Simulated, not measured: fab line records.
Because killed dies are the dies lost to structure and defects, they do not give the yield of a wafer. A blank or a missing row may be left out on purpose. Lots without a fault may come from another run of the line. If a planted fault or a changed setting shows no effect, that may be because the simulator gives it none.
fab line records -- flow n5-finfet
[record] lots = 7, wafers = 21
route steps=1938 shown PASSIVATION@1930
start-h: hours from the record's first day to the start of the lot's first wafer shown -- wait-h: hours since the lot's step before -- " the same as in the row above -- L1.1+2: one row covering several wafers at once -- - value missing, or start not given -- * or withheld: withheld -- < > ~ a bound
route shown NAME@n: NAME is a module with steps in the file, n the number in the route of the first one -- usual: the fault-free wafers' mean and standard deviation -- same: alike in all rows -- chamber/n: place in a boat -- sites: the reading at each site -- _std_site: the values' standard deviation -- _edge_site: mean of outer sites minus mean of inner sites -- radius-mm: for every site, how far away it sits from the centre of the wafer -- mask NAME#n: copy n -- behind: the tool/chamber that last shaped the wafer -- hold: cause of the lot's hold/its duration in hours/its outcome -- device: transistor that didn't switch, given as n, p or np -- end of line: tests run on the same wafers once the route is complete -- step lacking rows: just its recipe -- killed: the dies lost at the first sort to structure and to defects; this is not the yield of the wafer -- map: per-die view of a wafer (x killed, . not killed, _ where there is no die)
set.NAME: the setting as run; set.NAME@STEP: as run at that earlier step -- model.NAME: the simulator's own value behind a step, which no gauge read
lots with deliberately changed settings; one table per step, one row per wafer
[[steps]]
[step N5_PASSIVATION_ETCH_54]
[recipe] chemistry = CHF3/O2, target = SiO2, target-depth-a = 8800, CHF3_flow_sccm = 50, O2_flow_sccm = 5, Ar_flow_sccm = 200, time-s = 440, mask-material = PR, pressure-mtorr = 30, source-w = 650, bias-w = 170, ion-energy-ev = 200
[usual] rf-vpp-V = 531/17
lot.wafer,tool,chamber,start-h,wait-h,set.bias-w,rf-vpp-V
L076.2,rie-diel-02,0,278.64,0.1,170,525
L076.3,rie-diel-02,1,278.64,0.1,170,525
L076.6,rie-diel-02,1,278.64,0.1,200.5,600
L086.1,rie-diel-02,0,349.93,0.1,187.5,566
L086.5,rie-diel-02,2,349.93,0.1,170,551
L086.6,rie-diel-02,0,349.93,0.1,187.5,566
L088.1,rie-diel-01,2,353.86,0.1,190.9,574
L088.5,rie-diel-01,2,353.86,0.1,170,524
L088.6,rie-diel-01,1,353.86,0.1,190.9,615
L087.1,rie-diel-01,1,358.35,0.1,170,559
L087.2,rie-diel-01,0,358.35,0.1,194.9,617
L087.4,rie-diel-01,2,358.35,0.1,194.9,584
L089.1,rie-diel-02,0,383.61,0.1,144.7,460
L089.2,rie-diel-02,3,383.61,0.1,170,527
L089.3,rie-diel-02,1,383.61,0.1,144.7,461
L094.1,rie-diel-04,3,399.45,0.1,170,505
L094.3,rie-diel-04,2,399.45,0.1,170,540
L094.6,rie-diel-04,2,399.45,0.1,170,539
L095.2,rie-diel-02,0,399.72,0.1,170,523
L095.3,rie-diel-02,1,399.72,0.1,143.4,458
L095.4,rie-diel-02,2,399.72,0.1,170,551
[step N5_PASSIVATION_STRIP_48]
[recipe] chemistry = O2, power-w = 600, temp-c = 60, pressure-mtorr = 30, rf-frequency-hz = 6e+07, bias-power-w = 0, overash-fraction = 0.5, o2-flow-sccm = 225
[step N5_PASSIVATION_STRIP_52]
[recipe] chemistry = post-etch-residue-remover, time-s = 1200, temp-c = 72.5
[step N5_PASSIVATION_SRD_72]
[recipe] dry = ipa-marangoni, time-s = 30, temp-c = 23, rinse-liquid = diw
[step N5_PASSIVATION_ANNEAL_56]
[recipe] temp-c = 400, time-s = 1800, ambient = FGA, idle-temp-c = 300, ramp-up-c-per-min = 5, ramp-down-c-per-min = 3
[step N5_PASSIVATION_PROBE_49]
[usual] defect-limited-yield = 91.5/1.5, killed_at_M0_to_M3 = 32/10, killed_at_M4_up = 13/4.9, killed-at-contacts = 13/6.1, killed-at-front-end = 38/11, killed-at-other = 3/3.2, killed-dies = 101/18, killed-open = 66/13, killed-short = 32/8.3, sort_bin_5_function = 5.0/1, sort_bin_6_memory = 3.2/0.74, sort_bin_8_speed = 0.1/1.1, sort-n-pass = 1078/22, sort-yield-pct = 91.3/1.9
[same] gross-dies = 1180, killed-at-back-side = 0, sort_bin_4_leakage[%] = 0
lot.wafer,tool,chamber,start-h,wait-h,set.source-w@PASSIVATION_PASS_ETCH_47,set.bias-w@PASSIVATION_ETCH_54,defect-limited-yield[%],killed_at_M0_to_M3,killed_at_M4_up,killed-at-contacts,killed-at-front-end,killed-at-other,killed-dies,killed-open,killed-short,sort_bin_5_function[%],sort_bin_6_memory[%],sort_bin_8_speed[%],sort-n-pass,sort-yield-pct[%]
L076.2,prober-01,-,281.48,0.1,465.6,170,89.1,27,43,18,38,3,129,59,32,5.9,4.7,0,1051,89.1
L076.3,prober-01,-,281.53,0.1,465.6,170,86.7,35,11,12,31,68,157,58,28,10.3,2.6,0,1023,86.7
L076.6,prober-01,-,281.68,0.3,465.6,200.5,84.2,30,31,12,36,77,186,47,33,11.1,4.2,0,994,84.2
L086.1,prober-02,-,352.72,0.0,596.9,187.5,88.1,19,9,13,97,3,141,55,26,10.1,1.8,0,1039,88.1
L086.5,prober-02,-,352.92,0.2,596.9,170,75.8,43,9,14,213,6,285,89,32,18.7,3.8,0,895,75.8
L086.6,prober-02,-,352.97,0.3,596.9,187.5,87.6,42,53,17,31,3,146,64,35,7.3,4.6,0,1034,87.6
L088.1,prober-01,-,356.65,0.0,535,190.9,90.6,28,14,24,40,5,111,72,26,5.6,2.9,0,1069,90.6
L088.5,prober-01,-,356.85,0.2,572.3,170,90.8,30,21,16,35,6,108,66,41,4.7,4.2,0,1072,90.8
L088.6,prober-01,-,356.90,0.3,572.3,190.9,92.5,22,11,14,40,1,88,52,30,5.1,1.9,0,1092,92.5
L087.1,prober-02,-,361.15,0.0,448.5,170,12.1,40,14,9,32,942,1037,66,27,84.4,3.5,0.2,141,11.9
L087.2,prober-02,-,361.20,0.1,535,194.9,91.0,33,15,14,44,0,106,65,30,5.3,2.8,0,1074,91.0
L087.4,prober-02,-,361.30,0.2,535,194.9,90.5,54,16,15,24,3,112,72,38,5.1,4.2,0,1068,90.5
L089.1,prober-01,-,386.40,0.0,503.9,144.7,92.8,29,18,8,28,2,85,59,24,4.7,2.2,0,1095,92.8
L089.2,prober-01,-,386.45,0.1,503.9,170,88.7,28,10,17,60,18,133,69,38,7.0,3.3,0,1047,88.7
L089.3,prober-01,-,386.50,0.1,535,144.7,91.9,28,20,15,33,0,96,62,31,5.0,2.8,0,1084,91.9
L094.1,prober-01,-,402.25,0.0,535,170,91.9,29,22,16,23,5,95,71,23,4.7,3.1,0,1085,91.9
L094.3,prober-01,-,402.35,0.1,535,170,91.4,46,16,7,33,0,102,59,41,4.8,3.4,0,1078,91.4
L094.6,prober-01,-,402.50,0.3,535,170,90.3,34,23,9,38,10,114,79,31,5.2,3.7,0,1066,90.3
L095.2,prober-02,-,402.56,0.1,599.2,170,90.6,31,24,16,36,4,111,74,30,5.3,4.1,0,1069,90.6
L095.3,prober-02,-,402.61,0.1,535,143.4,90.1,30,10,8,68,1,117,60,37,4.9,3.3,0,1063,90.1
L095.4,prober-02,-,402.66,0.2,599.2,170,90.7,26,16,12,47,9,110,67,36,4.7,4.2,0,1070,90.7
// killed by level:class
L076.2 BEOL_M5:area-expose=34 MOL_CONTACT_COAG:geometric-particle:open=14 FIN_SAQP:geometric-particle:open=11 STI_FIN_REVEAL:geometric-particle:short=6 STI_FIN_REVEAL:geometric-particle:open=6 FIN_SAQP:geometric-particle:short=5 BEOL_M1:geometric-particle:open=5 BEOL_M1:geometric-particle:short=5
L076.3 PASSIVATION:area-etch=67 STI_FIN_REVEAL:geometric-particle:open=11 BEOL_M1:geometric-particle:open=8 MOL_CONTACT_COAG:geometric-particle:open=8 BEOL_M0_SAQP:geometric-particle:short=7 BEOL_M0_SAQP:geometric-particle:open=6 GATE_CUT:geometric-particle:open=5 GATE_CUT:geometric-particle:short=4
L076.6 PASSIVATION:area-etch=76 BEOL_M5:area-expose=26 STI_FIN_REVEAL:geometric-particle:open=11 GATE_CUT:geometric-particle:short=7 MOL_CONTACT_COAG:geometric-particle:open=7 BEOL_M1:geometric-particle:open=6 BEOL_M0_SAQP:geometric-particle:open=6 BEOL_M0_SAQP:geometric-particle:short=6
L086.1 SDB:area-expose=56 MOL_CONTACT_COAG:geometric-particle:open=12 FIN_SAQP:geometric-particle:short=6 DUMMY_GATE:geometric-particle:open=6 GATE_CUT:geometric-particle:short=6 BEOL_M1:geometric-particle:open=5 FIN_SAQP:geometric-particle:open=3 SPACER0:geometric-particle:open=3
L086.5 SDB:area-expose=142 STI_FIN_REVEAL:geometric-particle:open=16 HKMG_FIN:area-etch=16 MOL_CONTACT_COAG:geometric-particle:open=12 BEOL_M2:geometric-particle:open=10 BEOL_M3:geometric-particle:open=9 DUMMY_GATE:geometric-particle:open=8 ILD0:geometric-particle:short=6
L086.6 BEOL_M5:area-expose=46 MOL_CONTACT_COAG:geometric-particle:open=14 BEOL_M0_SAQP:geometric-particle:short=14 BEOL_M0_SAQP:geometric-particle:open=13 GATE_CUT:geometric-particle:short=8 BEOL_M3:geometric-particle:open=6 STI_FIN_REVEAL:geometric-particle:open=4 BEOL_M2:geometric-particle:open=4
L088.1 MOL_CONTACT_COAG:geometric-particle:open=19 BEOL_M3:geometric-particle:open=14 FIN_SAQP:geometric-particle:short=11 HKMG_FIN:area-etch=8 STI_FIN_REVEAL:geometric-particle:open=7 FIN_SAQP:geometric-particle:open=5 BEOL_M0_SAQP:geometric-particle:open=4 MOL_CONTACT_COAG:geometric-particle:short=3
L088.5 MOL_CONTACT_COAG:geometric-particle:open=14 BEOL_M3:geometric-particle:open=11 BEOL_M4:geometric-particle:open=8 STARTING-WAFER:geometric-particle:short=7 FIN_SAQP:geometric-particle:open=6 BEOL_M0_SAQP:geometric-particle:short=6 STI_FIN_REVEAL:geometric-particle:open=5 BEOL_M0_SAQP:geometric-particle:open=4
L088.6 FIN_SAQP:geometric-particle:short=7 FIN_SAQP:geometric-particle:open=7 MOL_CONTACT_COAG:geometric-particle:open=7 MOL_CONTACT_COAG:geometric-particle:short=7 BEOL_M3:geometric-particle:open=7 STI_FIN_REVEAL:geometric-particle:open=6 BEOL_M0_SAQP:geometric-particle:short=5 DUMMY_GATE:geometric-particle:open=4
L087.1 PASSIVATION:area-etch=941 BEOL_M0_SAQP:geometric-particle:short=12 STI_FIN_REVEAL:geometric-particle:open=11 BEOL_M3:geometric-particle:open=9 MOL_CONTACT_COAG:geometric-particle:open=7 FIN_SAQP:geometric-particle:open=5 BEOL_M2:geometric-particle:open=5 BEOL_M5:geometric-particle:open=5
L087.2 FIN_SAQP:geometric-particle:short=13 MOL_CONTACT_COAG:geometric-particle:open=11 BEOL_M0_SAQP:geometric-particle:open=10 HKMG_FIN:area-etch=9 FIN_SAQP:geometric-particle:open=7 BEOL_M3:geometric-particle:open=6 STI_FIN_REVEAL:geometric-particle:open=5 BEOL_M1:geometric-particle:open=5
L087.4 BEOL_M0_SAQP:geometric-particle:open=21 BEOL_M0_SAQP:geometric-particle:short=17 MOL_CONTACT_COAG:geometric-particle:open=12 BEOL_M5:geometric-particle:open=7 BEOL_M1:geometric-particle:open=5 STARTING-WAFER:geometric-particle:short=5 BEOL_M4:geometric-particle:open=4 STARTING-WAFER:geometric-particle:open=4
L089.1 FIN_SAQP:geometric-particle:open=8 BEOL_M0_SAQP:geometric-particle:short=7 STI_FIN_REVEAL:geometric-particle:open=7 MOL_CONTACT_COAG:geometric-particle:open=7 BEOL_M1:geometric-particle:open=7 BEOL_M5:geometric-particle:open=6 BEOL_M0_SAQP:geometric-particle:open=5 BEOL_M3:geometric-particle:open=4
L089.2 PASSIVATION:area-etch=16 FIN_SAQP:geometric-particle:open=15 FIN_SAQP:geometric-particle:short=11 MOL_CONTACT_COAG:geometric-particle:open=11 HKMG_FIN:area-etch=9 BEOL_M3:geometric-particle:open=8 BEOL_M1:geometric-particle:open=7 MOL_CONTACT_COAG:geometric-particle:short=6
L089.3 BEOL_M4:geometric-particle:open=13 MOL_CONTACT_COAG:geometric-particle:open=7 MOL_CONTACT_COAG:geometric-particle:short=6 STARTING-WAFER:geometric-particle:open=6 STI_FIN_REVEAL:geometric-particle:open=5 BEOL_M0:geometric-particle:open=5 BEOL_M2:geometric-particle:open=5 BEOL_M3:geometric-particle:open=5
L094.1 BEOL_M4:geometric-particle:open=13 MOL_CONTACT_COAG:geometric-particle:open=12 BEOL_M1:geometric-particle:open=8 BEOL_M3:geometric-particle:open=7 BEOL_M0_SAQP:geometric-particle:open=6 DUMMY_GATE:geometric-particle:open=5 MOL_CONTACT_COAG:geometric-particle:short=4 BEOL_M0_SAQP:geometric-particle:short=4
L094.3 BEOL_M0_SAQP:geometric-particle:short=11 FIN_SAQP:geometric-particle:short=9 BEOL_M0_SAQP:geometric-particle:open=9 BEOL_M2:geometric-particle:open=9 BEOL_M4:geometric-particle:open=7 BEOL_M1:geometric-particle:open=6 MOL_CONTACT_COAG:geometric-particle:open=5 FIN_SAQP:geometric-particle:open=4
L094.6 BEOL_M0_SAQP:geometric-particle:open=10 BEOL_M4:geometric-particle:open=10 FIN_SAQP:geometric-particle:short=8 MOL_CONTACT_COAG:geometric-particle:open=8 STARTING-WAFER:geometric-particle:open=6 BEOL_M1:geometric-particle:open=6 BEOL_M2:geometric-particle:open=6 MIM_TOP_ETCH:geometric-particle:open=6
L095.2 MOL_CONTACT_COAG:geometric-particle:open=16 FIN_SAQP:geometric-particle:open=10 BEOL_M4:geometric-particle:open=10 BEOL_M2:geometric-particle:open=9 BEOL_M0_SAQP:geometric-particle:open=8 FIN_SAQP:geometric-particle:short=7 BEOL_M0_SAQP:geometric-particle:short=6 BEOL_M4:geometric-particle:short=5
L095.3 STI_FIN_REVEAL:geometric-particle:open=17 HKMG_FIN:area-etch=13 MOL_CONTACT_COAG:geometric-particle:open=8 GATE_CUT:geometric-particle:short=7 BEOL_M0_SAQP:geometric-particle:short=7 FIN_SAQP:geometric-particle:short=6 FIN_SAQP:geometric-particle:open=5 STARTING-WAFER:geometric-particle:open=5
L095.4 DUMMY_GATE:geometric-particle:open=11 FIN_SAQP:geometric-particle:open=10 BEOL_M0_SAQP:geometric-particle:short=9 MOL_CONTACT_COAG:geometric-particle:open=8 FIN_SAQP:geometric-particle:short=6 BEOL_M0_SAQP:geometric-particle:open=6 STI_FIN_REVEAL:geometric-particle:open=6 BEOL_M5:area-expose=6
[[key]]
[split] step = N5_PASSIVATION_ETCH_54, setting = bias-w, stated = 170, by = wafer
[response] step = N5_PASSIVATION_ETCH_54, reading = rf-vpp-V, change = +4.13, per = 1%, r = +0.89
[response] step = N5_PASSIVATION_PROBE_49, reading = defect-limited-yield, shape = bent, at-lowest = 90.1, at-stated = 81.7, at-highest = 84.2
[response] step = N5_PASSIVATION_PROBE_49, reading = killed-dies, shape = bent, at-lowest = 117, at-stated = 216, at-highest = 186
[response] step = N5_PASSIVATION_PROBE_49, reading = sort_bin_5_function, shape = bent, at-lowest = 4.9, at-stated = 14.2, at-highest = 11.1
[response] step = N5_PASSIVATION_PROBE_49, reading = sort-n-pass, shape = bent, at-lowest = 1063, at-stated = 963, at-highest = 994
[response] step = N5_PASSIVATION_PROBE_49, reading = sort-yield-pct, shape = bent, at-lowest = 90.1, at-stated = 81.6, at-highest = 84.2
split outside-this-file step=N5_PASSIVATION_PASS_ETCH_47 setting=source-w
// split outside-this-file: this setting was split too, and the file shows its column; the key of that split is in another file
